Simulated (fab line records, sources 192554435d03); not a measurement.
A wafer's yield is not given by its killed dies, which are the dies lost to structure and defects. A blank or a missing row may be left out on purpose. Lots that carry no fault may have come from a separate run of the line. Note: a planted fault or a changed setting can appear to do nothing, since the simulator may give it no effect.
What tool caused it? || flow n5Finfet || at 1 step of a route of 1938, 12 lots with 36 wafers sampled

WHAT THE GAUGES READ, wafer by wafer
N5_BEOL_M12_CD_MEAS_28: target cd 160.2 nm.
{"lot": "L077", "measured": "day 11 17:04", "on": "cdSem-01", "cdNm (nm)": "161.0 161.5 161.4"}
{"lot": "L079", "measured": "day 12 07:24", "on": "cdSem-03", "cdNm (nm)": "162.7 159.4 160.3"}
{"lot": "L076", "measured": "day 12 07:55", "on": "cdSem-03", "cdNm (nm)": "158.8 159.2 161.0"}
{"lot": "L081", "measured": "day 13 09:19", "on": "cdSem-03", "cdNm (nm)": "161.2 162.7 160.5"}
{"lot": "L080", "measured": "day 13 21:32", "on": "cdSem-02", "cdNm (nm)": "158.6 159.6 161.4"}
{"lot": "L084", "measured": "day 13 23:55", "on": "cdSem-01", "cdNm (nm)": "159.3 159.5 160.3"}
{"lot": "L090", "measured": "day 14 20:55", "on": "cdSem-03", "cdNm (nm)": "159.7 160.7 161.9"}
{"lot": "L088", "measured": "day 15 15:58", "on": "cdSem-03", "cdNm (nm)": "158.2 159.3 156.6"}
{"lot": "L091", "measured": "day 15 19:50", "on": "cdSem-03", "cdNm (nm)": "160.8 161.6 159.9"}
{"lot": "L094", "measured": "day 17 09:41", "on": "cdSem-01", "cdNm (nm)": "158.8 160.4 157.7"}
{"lot": "L097", "measured": "day 17 21:29", "on": "cdSem-01", "cdNm (nm)": "162.0 160.6 161.4"}
{"lot": "L095", "measured": "day 18 04:52", "on": "cdSem-01", "cdNm (nm)": "160.1 160.5 161.7"}

EACH LOT AND THE TOOL THAT RAN IT (in order: tool; ch and the chambers of the sampled wafers; start)
The record holds no process step before these readings.

THE ANSWER, worked out from the rows above alone
Rule: usual is defined by the lots themselves. Put in order of their means at a reading, lots are off if they are a third of the lots or fewer, leave a main group of 4 or more, and stand apart from it by a gap of 3 or more times the standard deviation of the main group's means; of several such gaps the widest counts. A main group whose means are all the same, to the digits that the tables above print for the reading, isn't used. Also off: a lot with no number at a reading for which 4 or more lots have one. All remaining lots with rows at the step are treated as sound.
Nothing can be told from this: no lot is off at any reading shown.

WHAT WAS PUT IN BY THE SIMULATOR
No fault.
